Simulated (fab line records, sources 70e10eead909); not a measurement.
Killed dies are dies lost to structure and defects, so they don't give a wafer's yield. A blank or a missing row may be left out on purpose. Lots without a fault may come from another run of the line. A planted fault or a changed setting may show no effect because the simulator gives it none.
A struck lot beside a sound one | flow nand_harc | 31 steps out of a route of 1159
Sound: wafers L143.2, L143.4, L143.5. Struck: wafers L148.3, L148.6. (L148.4 of the same lot was not struck and is left out.) The cause comes at the end.
At each step with rows: each side's tool, then ch and its chambers, then its first start. Under that, the readings that differ: sound wafers | struck wafers | difference of the means | sigmas: that difference in standard deviations of wafers without a fault.
alike: readings whose means differ by less than 2 such deviations, and words and numbers that are the same on both sides. not compared: withheld readings, readings that some wafer has no value for, bounds like >300 that may hide the same value, and numbers for which the record gives no deviation and whose values overlap.
The two part at a step that has a row with sigmas, a row that says differs or no value, or rows on one side only. Numbers that don't overlap but have no deviation are shown without sigmas and don't part them. A reading that every wafer of one side lacks parts them only if that side has two wafers or more.

first, 9 steps without rows for these wafers: NHARC_A_ZERO_WELL_DEHYDRATE_02 (time 120 s); NHARC_A_ZERO_WELL_HMDS_03 (time 30 s); NHARC_A_ZERO_WELL_COAT_18 (time 65 s); NHARC_A_ZERO_WELL_COAT_04 (resist thk 600 nm); NHARC_A_ZERO_WELL_SOFTBAKE_05 (time 70 s); NHARC_A_ZERO_WELL_EBR_06; NHARC_A_ZERO_WELL_EXPOSE_07 (exposes mask A ZERO); NHARC_A_ZERO_WELL_PEB_08 (peb time 80 s); NHARC_A_ZERO_WELL_DEVELOP_09 (time 50 s).
NHARC_A_ZERO_WELL_CD_MEAS_10: target cd 2000 nm.
  sound on cd_sem-02 ch 0, day 9 04:14; struck on cd_sem-02 ch 0, day 10 08:32
  alike: cd_nm
then, 1 step without rows for these wafers: NHARC_A_ZERO_WELL_HARDBAKE_11 (time 65 s).
NHARC_A_ZERO_WELL_DESCUM_12: chemistry O2, time 3 s.
  sound on rie_diel-08 ch 2,3, day 9 04:23; struck on rie_diel-08 ch 3, day 10 08:41
  alike: drypump_motor_current_A, oes_product_au, rf_vpp_V, showerhead_plenum_p_Torr, throttle_valve_pct
  not compared: rf_hours_counter_h
NHARC_A_ZERO_WELL_ETCH_19: etches the open film in N2/H2, target depth 80 nm, overetch 24 nm, time 87.88 s.
  sound on rie_diel-08 ch 2,3, day 9 04:32; struck on rie_diel-08 ch 0, day 10 08:47
  reading               | sound             | struck      | difference | sigmas
  oes_product_au (a.u.) | 0.987 0.993 0.968 | 1.018 1.018 | +0.035     | +3
  alike: drypump_motor_current_A, rf_vpp_V, showerhead_plenum_p_Torr, throttle_valve_pct
  not compared: rf_hours_counter_h
NHARC_A_ZERO_WELL_ETCH_13: etches the open film in HBr/Cl2, target depth 120 nm, time 40.1 s.
  sound on rie_si-05 ch 0,2,3, day 9 04:41; struck on rie_si-03 ch 1,2, day 10 08:55
  alike: drypump_motor_current_A, oes_product_au, throttle_valve_pct
  not compared: rf_hours_counter_h
then, 4 steps without rows for these wafers: NHARC_A_ZERO_WELL_STRIP_14 (strips in SPM, time 900 s); NHARC_A_ZERO_WELL_IMPLANT_15; NHARC_A_ZERO_WELL_PRECLEAN_22 (cleans in SC1, time 60 s); NHARC_A_ZERO_WELL_SRD_23.
NHARC_A_ZERO_WELL_RTA_16: time 10 s.
  sound on rtp_anneal-01 ch 0, day 9 05:39; struck on rtp_anneal-02 ch 0, day 10 09:53
  reading             | sound    | struck | difference | sigmas
  lamp_power_pct (%)  | 32 32 32 | 26 26  | -6         | -2
  lamp_zone_2_pct (%) | 32 32 32 | 26 26  | -6         | -2
  alike: wafer_temp_C_max
NHARC_A_ZERO_WELL_INSPECT_17:
  sound on defect_inspect-01, day 9 05:49; struck on defect_inspect-01, day 10 10:01
  reading          | sound    | struck  | difference | sigmas
  raw_defect_count | 12 14 16 | 467 443 | +441       | +69
then, 3 steps without rows for these wafers: NHARC_A_SOURCE_PLATE_PRECLEAN_00 (cleans in HF-LAST, time 60 s); NHARC_A_SOURCE_PLATE_SRD_01; NHARC_A_SOURCE_PLATE_OXIDE_02 (material SiO2, target thk 10 nm, ox time 1362 s).
NHARC_A_SOURCE_PLATE_THK_MEAS_09: measures by ellipsometry.
  sound on film_metro-02, day 9 12:58; struck on film_metro-02, day 10 17:15
  alike: thk_nm
then, 3 steps without rows for these wafers: NHARC_A_SOURCE_PLATE_PVD_04 (deposits WSi2, target thk 50 nm); NHARC_A_SOURCE_PLATE_CVD_03 (deposits poly-Si, target thk 200 nm, time 4000 s); NHARC_A_SOURCE_PLATE_ANNEAL_05 (time 1800 s).
NHARC_A_SOURCE_PLATE_THK_MEAS_06: measures by ellipsometry.
  sound on film_metro-01, day 10 02:35; struck on film_metro-01, day 11 06:50
  alike: thk_nm
NHARC_A_SOURCE_PLATE_INSPECT_08:
  sound on defect_inspect-02, day 10 02:40; struck on defect_inspect-01, day 11 06:55
  reading          | sound    | struck  | difference | sigmas
  raw_defect_count | 74 74 85 | 522 500 | +433       | +16
then, 1 step without rows for these wafers: NHARC_A_ONON_D1_DEP_00 (target thk 1000 nm).
-- the record jumps here: 15 days lie between the struck wafers' starts before and after (it left off in module A_ONON_D1 and takes up again in module END, whose first step shown is number 1159 of the route) --
NHARC_END_SORT_01:
  the record has rows for the struck wafers here (prober-02 ch 0, day 25 20:18) and none for the sound ones

WHERE THEY PART
First at NHARC_A_ZERO_WELL_ETCH_19; last, within this record, at NHARC_END_SORT_01.

WHY: what the simulator had put in
Chamber particle source: rie_diel-08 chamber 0, from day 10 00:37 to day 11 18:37, at NHARC_A_ZERO_WELL_ETCH_19. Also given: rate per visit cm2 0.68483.
